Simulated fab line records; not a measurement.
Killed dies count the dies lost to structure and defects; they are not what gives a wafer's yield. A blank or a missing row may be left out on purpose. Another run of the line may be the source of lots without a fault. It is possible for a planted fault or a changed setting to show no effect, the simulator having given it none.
Matching of chambers | flow nand harc | rie diel-08 running NHARC_P_GATE_ETCH_104: 4 sister chambers
The step etches the open film in CF4/CHF3, target depth 60 nm. 14 wafers are shown with their chamber, then 7 later ones without.

## WAFERS PAIRED WITH THEIR CHAMBERS
wafer  | chamber | showerhead plenum p Torr (Torr) | drypump motor current A (A) | rf vpp V (V)
L790.2 | 1       | 1.60                            | 5.5                         | 370.8
L790.3 | 3       | 1.48                            | 5.3                         | 367.9
L790.6 | 0       | 1.49                            | 5.9                         | 367.8
L793.1 | 1       | 1.60                            | 5.5                         | 372.5
L793.4 | 3       | 1.48                            | 5.3                         | 370.1
L793.5 | 2       | 1.49                            | 5.7                         | 368.1
L798.1 | 3       | 1.47                            | 5.3                         | 367.8
L798.3 | 0       | 1.49                            | 5.9                         | 368.3
L798.6 | 3       | 1.48                            | 5.3                         | 368.7
L802.4 | 2       | 1.49                            | 5.7                         | 367.4
L802.5 | 1       | 1.60                            | 5.5                         | 372.7
L802.6 | 0       | 1.49                            | 5.9                         | 367.7
L801.3 | 0       | 1.49                            | 5.9                         | 368.9
L801.4 | 2       | 1.49                            | 5.8                         | 369.0

SIGNATURES (means of the wafers above)
reading                  | chamber 0 | chamber 1 | chamber 2 | chamber 3 | scatter within a chamber
showerhead plenum p Torr | 1.4900    | 1.6000    | 1.4900    | 1.4775    | 0.00274
drypump motor current A  | 5.900     | 5.500     | 5.733     | 5.300     | 0.0258
rf vpp V                 | 368.175   | 372.000   | 368.167   | 368.625   | 0.881
Rule: for each reading, subtract the chamber's mean from the wafer's reading, divide by that reading's scatter and square the result; add these up over the readings and take the root, which gives the wafer's distance from the chamber. If the next closest chamber is less than 2 further off than the closest, the wafer can't be placed; otherwise it belongs to the closest. The scatter is the square root of a quotient: the sum, over the shown wafers, of each reading's squared deviation from its chamber's mean, divided by wafers minus chambers.

## WAFERS WITH NO CHAMBER GIVEN
wafer  | showerhead plenum p Torr (Torr) | drypump motor current A (A) | rf vpp V (V)
L801.5 | 1.60                            | 5.5                         | 372.3
L804.1 | 1.49                            | 5.9                         | 369.3
L804.4 | 1.60                            | 5.5                         | 371.6
L804.6 | 1.60                            | 5.5                         | 370.6
L807.1 | 1.49                            | 5.9                         | 367.5
L807.3 | 1.47                            | 5.3                         | 367.7
L807.4 | 1.49                            | 5.7                         | 366.4

## THE CHAMBER EACH PASSED THROUGH
wafer  | from the rows above | in truth
L801.5 | 1                   | 1
L804.1 | 0                   | 0
L804.4 | 1                   | 1
L804.6 | 1                   | 1
L807.1 | 0                   | 0
L807.3 | 3                   | 3
L807.4 | 2                   | 2
Correct placement for 7 of the 7. Can't be placed from these rows: 0. Placed wrongly: 0.
